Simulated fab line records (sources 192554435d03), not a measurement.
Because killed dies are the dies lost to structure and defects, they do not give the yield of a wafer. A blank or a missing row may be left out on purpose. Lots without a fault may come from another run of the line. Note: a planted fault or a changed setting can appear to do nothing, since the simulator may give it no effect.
A struck lot beside a sound one	flow n5 finfet	41 steps out of a route of 1938
Sound: the wafers L744.3, L744.4, L744.5. Struck: wafers L750.2, L750.6 (left out: L750.5, a lot-mate that was not struck); the cause follows at the end.
Per side, at each step with rows, come the tool, then ch with its chambers, and then its first start. Under that, the readings that differ: sound wafers	struck wafers	difference of the means	sigmas: that difference in standard deviations of wafers without a fault.
alike: readings whose means differ by less than 2 such deviations, and words and numbers that are the same on both sides. not compared: withheld readings, readings that some wafer has no value for, bounds like >300 that may hide the same value, and numbers for which the record gives no deviation and whose values overlap.
Wherever a step has rows on one side only, a row that says differs or no value, or a row with sigmas, the two part there. Numbers that don't overlap but have no deviation are shown without sigmas and don't part them. Lack of a reading on every wafer of one side parts them only where that side has two or more wafers.

first, 2 steps without rows for these wafers: N5_BEOL_M14_TRENCH_ETCH_34 (etches SiO2 in C4F8/O2/Ar, target depth 556.65 nm, time 126.9 s); N5_BEOL_M14_STRIP_70 (strips in C4F8/O2/Ar).
N5_BEOL_M14_OCD_MEAS_35:
  sound on ocd-02, day 13 19:16; struck on ocd-01, day 15 09:16
  alike: trench depth nm
then, 5 steps without rows for these wafers: N5_BEOL_M14_STRIP_37 (strips in O2); N5_BEOL_M14_ETCH_38 (etches SiCN in CF4/N2, target depth 106.5 nm, time 120.6 s); N5_BEOL_M14_PRECLEAN_39 (cleans in residue remover, time 60 s); N5_BEOL_M14_SRD_40 (time 30 s, dry time 30 s); N5_BEOL_M14_DEGAS_41 (time 60 s).
N5_BEOL_M14_PRE_CLEAN_42: time 30 s.
  sound on pvd sputter-01, day 13 20:10; struck on pvd sputter-02, day 15 11:05
  alike: heater power w
then, 2 steps without rows for these wafers: N5_BEOL_M14_SPUTTER_43 (material TaN, target thk 15 nm, time 24.19 s); N5_BEOL_M14_SPUTTER_44 (material Ta, target thk 15 nm, time 24.19 s).
N5_BEOL_M14_SPUTTER_45: material Cu, target thk 100 nm, time 16.67 s.
  sound on pvd sputter-01, day 13 20:22; struck on pvd sputter-02, day 15 11:17
  alike: chuck sensor temp C, throttle valve pct
N5_BEOL_M14_ECD_47: material Cu, target thk 1248 nm.
  sound on ecd cu-02 ch 0,1, day 13 20:32; struck on ecd cu-01 ch 0,1, day 15 11:24
N5_BEOL_M14_ANNEAL_48: time 90 s.
  sound on rtp anneal-01 ch 0, day 13 20:49; struck on rtp anneal-02 ch 0, day 15 11:57
reading	sound	struck	difference	sigmas
wafer_temp_C_max	225.5 225.8 225.4	226.1 226.4	+0.7	+2
then, 1 step without rows for these wafers: N5_BEOL_M14_CMP_49 (polishes, stops on SiO2, t overpolish 5.2 s, target thk 560 nm).
N5_BEOL_M14_THK_MEAS_50: measures by xrf.
  sound on film metro-02, day 13 21:52; struck on film metro-02, day 15 12:51
  alike: M14_THK
then, 2 steps without rows for these wafers: N5_BEOL_M14_PRE_CLEAN_52 (time 15 s); N5_BEOL_M14_DEP_53 (deposits SiCN from 3MS/NH3, target thk 50 nm, time 17.8 s).
N5_BEOL_M14_RS_MEAS_54: measurement is done with a four-point probe.
  sound on film metro-01, day 13 22:00; struck on film metro-02, day 15 12:59
  alike: M14_RS
then, 1 step without rows for these wafers: N5_BEOL_M15_ILD_DEP_00 (deposits SiO2 from TEOS/O2, target thk 1629.3 nm, time 346.1 s).
N5_BEOL_M15_THK_MEAS_01:
  sound on film metro-02, day 13 22:19; struck on film metro-01, day 15 13:17
  alike: M15_ILD_THK
then, 8 steps without rows for these wafers: N5_BEOL_M15_COAT_58 (time 60 s, resist thk 89 nm); N5_BEOL_M15_COAT_04 (resist thk 800 nm); N5_BEOL_M15_EBR_06; N5_BEOL_M15_SOFTBAKE_05 (time 60 s); N5_BEOL_M15_EXPOSE_07 (exposes mask V14); N5_BEOL_M15_PEB_08 (peb time 90 s); N5_BEOL_M15_DEVELOP_09 (develop time 45 s); N5_BEOL_M15_HARDBAKE_14 (time 120 s).
N5_BEOL_M15_CD_MEAS_10: the cd target is 360 nm.
  sound on cd sem-01 ch 0, day 13 22:37; struck on cd sem-03 ch 0, day 15 13:35
  alike: cd nm
N5_BEOL_M15_OVL_MEAS_11:
  sound on overlay-02 ch 0, day 13 22:39; struck on overlay-01 ch 0, day 15 13:37
  alike: V14_OVL
N5_BEOL_M15_DESCUM_15: chemistry O2, time 7.9 s.
  sound on rie diel-04 ch 0,1,2, day 13 23:01; struck on rie diel-01 ch 0,2, day 15 13:41
  alike: drypump motor current A, oes product au, rf vpp V, showerhead plenum p Torr, throttle valve pct
  not compared: rf hours counter h
then, 2 steps without rows for these wafers: N5_BEOL_M15_ETCH_59 (etches BARC in N2/H2, target depth 89 nm, overetch 26.7 nm, time 67.9 s); N5_BEOL_M15_VIA_ETCH_16 (etches SiO2 in C4F8/O2/Ar, target depth 1792.2 nm).
N5_BEOL_M15_STRIP_63: strips in O2.
  sound: rie diel-04 ch 0,1,2; struck: rie diel-01 ch 0,2
  alike: drypump motor current A, oes product au, rf vpp V, showerhead plenum p Torr, throttle valve pct
  not compared: rf hours counter h
then, 3 steps without rows for these wafers: N5_BEOL_M15_STRIP_64 (strips in O2); N5_BEOL_M15_STRIP_65 (strips in post etch residue remover, time 60 s); N5_BEOL_M15_SRD_66 (time 30 s, dry time 30 s).
N5_BEOL_M15_CD_MEAS_17: the cd target is 360 nm.
  sound on cd sem-03, day 13 23:31; struck on cd sem-03, day 15 14:11
  alike: cd nm
then, 1 step without rows for these wafers: N5_BEOL_M15_COAT_56 (time 60 s, resist thk 550 nm).
N5_PASSIVATION_PROBE_49:
  only the struck wafers here have rows in the record (prober-02, day 16 09:10); the sound ones have none

== WHERE THEY PART ==
First at N5_BEOL_M14_ANNEAL_48; last, within this record, at N5_PASSIVATION_PROBE_49.

WHY: what the simulator had put in
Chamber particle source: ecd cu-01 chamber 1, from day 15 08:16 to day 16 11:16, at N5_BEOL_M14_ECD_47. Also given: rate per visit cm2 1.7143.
